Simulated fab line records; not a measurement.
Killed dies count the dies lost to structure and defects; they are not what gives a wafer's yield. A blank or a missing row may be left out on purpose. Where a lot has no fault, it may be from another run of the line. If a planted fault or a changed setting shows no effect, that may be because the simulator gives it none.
Chamber matching :: flow n5 finfet :: 4 sister chambers for N5_MOL_CONTACT_COAG_STRIP_72 on rie diel-06
The step strips in N2/H2. 4 wafers are shown with their chamber, then 8 later ones without.

== WAFERS WITH THEIR CHAMBER ==
wafer: L081.1
chamber: 2
showerhead plenum p Torr (Torr): 2.59

wafer: L091.4
chamber: 0
showerhead plenum p Torr (Torr): 2.59

wafer: L091.6
chamber: 3
showerhead plenum p Torr (Torr): 2.68

wafer: L093.1
chamber: 1
showerhead plenum p Torr (Torr): 2.70

== WAFERS WITHOUT THEIR CHAMBER ==
wafer: L093.3
showerhead plenum p Torr (Torr): 2.59

wafer: L093.5
showerhead plenum p Torr (Torr): 2.70

wafer: L095.2
showerhead plenum p Torr (Torr): 2.70

wafer: L095.4
showerhead plenum p Torr (Torr): 2.70

wafer: L095.5
showerhead plenum p Torr (Torr): 2.68

wafer: L096.3
showerhead plenum p Torr (Torr): 2.68

wafer: L096.4
showerhead plenum p Torr (Torr): 2.58

wafer: L096.5
showerhead plenum p Torr (Torr): 2.58

== WHICH CHAMBER EACH WENT THROUGH ==
wafer: L093.3
from the rows above: can't be placed: 0 or 2
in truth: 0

wafer: L093.5
from the rows above: 1
in truth: 1

wafer: L095.2
from the rows above: 1
in truth: 1

wafer: L095.4
from the rows above: 1
in truth: 1

wafer: L095.5
from the rows above: 3
in truth: 3

wafer: L096.3
from the rows above: 3
in truth: 3

wafer: L096.4
from the rows above: can't be placed: 0 or 2
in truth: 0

wafer: L096.5
from the rows above: can't be placed: 0 or 2
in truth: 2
Correctly placed: 5 of 8. Can't be placed from these rows: 3 (the true chamber is among the candidates in 3). 0 placed wrongly.
How it was worked out, from the rows above alone: a wafer's distance from a chamber is the root of the sum, over the readings, of the square of ((its reading less the chamber's mean) divided by the reading's scatter). The wafer belongs to the nearest chamber; if the next one is less than 2 further off, it can't be placed. A chamber's mean is the mean of its shown wafers. The scatter: with one shown wafer a chamber, the root of the mean of the squares of how far each hidden wafer lies from its nearest shown one.
